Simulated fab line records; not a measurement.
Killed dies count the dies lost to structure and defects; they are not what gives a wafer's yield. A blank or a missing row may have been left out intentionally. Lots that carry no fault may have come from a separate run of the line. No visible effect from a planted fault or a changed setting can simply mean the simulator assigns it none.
Problem report, 8D (eight disciplines) form, completed by code :: flow n5Finfet :: the parts of the form that need people (team, actions taken, sign-off) are left out

## 1. PROBLEM STATEMENT
A mean of 1164 is read at N5_MOL_CONTACT_COAG_INSPECT_42 for rawDefectCount, taken on 1 wafer of 1 lot, against 200 (standard deviation 51) on wafers free of any fault. Relative to the usual mean, that is a shift of +19 standard deviations.
The step: inspects for defects (brightfield).
Seen first at day 7 00:43 on defectInspect-01, wafer L340.1. At this step, 24 wafers from 8 lots have a number in the record. Rule for "out", or "out of limits": more than 4 standard deviations from the usual mean. Any other wafer with a number is counted as sound.

## 2. WHAT IT IS, WHAT IT ISN'T
question: which readings at this step
is: rawDefectCount
is not: -

question: which lots
is: L340
is not: L346, L348, L349, L352, L353, L354, L355

question: which wafers of those lots
is: L340.1
is not: L340.3, L340.5

question: read on which gauges
is: defectInspect-01
is not: defectInspect-02

question: when
is: from day 7 00:43
is not: up to then (2 sound wafers); but 21 sound wafers of L346, L348, L349, L352, L353, L354, L355 came after

## 3. SUSPECTS, AND WHAT RULES EACH OUT
Counting: any tool at a process step up to the reading remains a suspect provided it ran every lot that is out. Sound lots after the first of them don't rule it out here, since some wafers of a struck lot are sound.
- the gauge at N5_MOL_CONTACT_COAG_INSPECT_42 is ruled out. All the wafers that are out were read on defectInspect-01, but those of them that N5_PASSIVATION_PROBE_49 has rows for are out there too, on other tools.
- rieDiel-05 at N5_MOL_CONTACT_COAG_STRIP_96 (strips in N2/H2): kept. It ran the lot that is out, L340 (day 7 00:02).
- rieDiel-05 at N5_MOL_CONTACT_COAG_ETCH_47 (etches SiNx in CH3F/O2, stops on W, target depth 27 nm): kept. It ran the lot that is out, L340 (day 7 00:05).
- plasmaAsher-01 at N5_MOL_CONTACT_COAG_STRIP_119 (strips in N2/H2, time 30 s): kept. It ran the lot that is out, L340 (day 7 00:10).
- Within rieDiel-05 at N5_MOL_CONTACT_COAG_STRIP_96, the wafers that are out were processed in chamber 2 and their sound lot-mates in chamber 1.
- Within rieDiel-05 at N5_MOL_CONTACT_COAG_ETCH_47, the wafers that are out were processed in chamber 2 and their sound lot-mates in chamber 1.
The count leaves rieDiel-05 at N5_MOL_CONTACT_COAG_STRIP_96, rieDiel-05 at N5_MOL_CONTACT_COAG_ETCH_47, and plasmaAsher-01 at N5_MOL_CONTACT_COAG_STRIP_119.

## 4. THE CAUSE (what the simulator had put in)
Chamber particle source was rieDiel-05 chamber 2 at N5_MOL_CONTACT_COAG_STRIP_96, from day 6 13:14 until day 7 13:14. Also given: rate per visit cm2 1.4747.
This tool is one of the 3 suspects left after counting.

## 5. THE CHAIN OF EFFECTS, in route order
Each row: a reading where the mean over the struck wafers with a number is more than 3 standard deviations away from the usual. Only readings for which the record gives a usual standard deviation are gone through. hours: the time from each lot's start at the first step in this table that gives one to its start at this step, as a median over the lots. sigmas: the change in usual standard deviations.
hours: 0
step: N5_MOL_CONTACT_COAG_INSPECT_42
reading: rawDefectCount
usual: 200
on struck wafers: 1164
change: +964
sigmas: +19

hours: 192
step: N5_PASSIVATION_PROBE_49
reading: defectLimitedYield
usual: 91.1 %
on struck wafers: 86.1
change: -5.0
sigmas: -3.8

hours: 192
step: N5_PASSIVATION_PROBE_49
reading: killedAtContacts
usual: 12
on struck wafers: 66
change: +54
sigmas: +9.2

hours: 192
step: N5_PASSIVATION_PROBE_49
reading: killedDies
usual: 105
on struck wafers: 164
change: +59
sigmas: +3.9

hours: 192
step: N5_PASSIVATION_PROBE_49
reading: killedOnRim
usual: 14
on struck wafers: 28
change: +14
sigmas: +3.3

hours: 192
step: N5_PASSIVATION_PROBE_49
reading: sort_bin_5_function
usual: 5.3 %
on struck wafers: 9.1
change: +3.8
sigmas: +4.7

hours: 192
step: N5_PASSIVATION_PROBE_49
reading: sortNPass
usual: 1075
on struck wafers: 1016
change: -59
sigmas: -3.9

hours: 192
step: N5_PASSIVATION_PROBE_49
reading: sortYieldPct
usual: 91.1 %
on struck wafers: 86.1
change: -5.0
sigmas: -3.8
Here are the process steps it includes:
- N5_PASSIVATION_PROBE_49
Later steps that measure or inspect, where all struck wafers having a row at the step show a number for every such reading and not one has moved that far: N5_BEOL_M4_RC_MEAS_101.

## 6. HOW IT WOULD HAVE BEEN CAUGHT EARLIER
In this record the first reading out of limits at a measuring or inspecting step was taken at day 7 00:43, 11 hours after the fault began at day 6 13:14.
Of the tool readings at N5_MOL_CONTACT_COAG_STRIP_96 for which the record gives a usual standard deviation, none was out on any struck wafer, so an alarm limit of 4 standard deviations on them would not have fired.
The start of N5_MOL_CONTACT_COAG_STRIP_96 on rieDiel-05 came by day 7 00:43 for every one of the lots that are out (1). Tool hold at that time: it would have spared none of them.
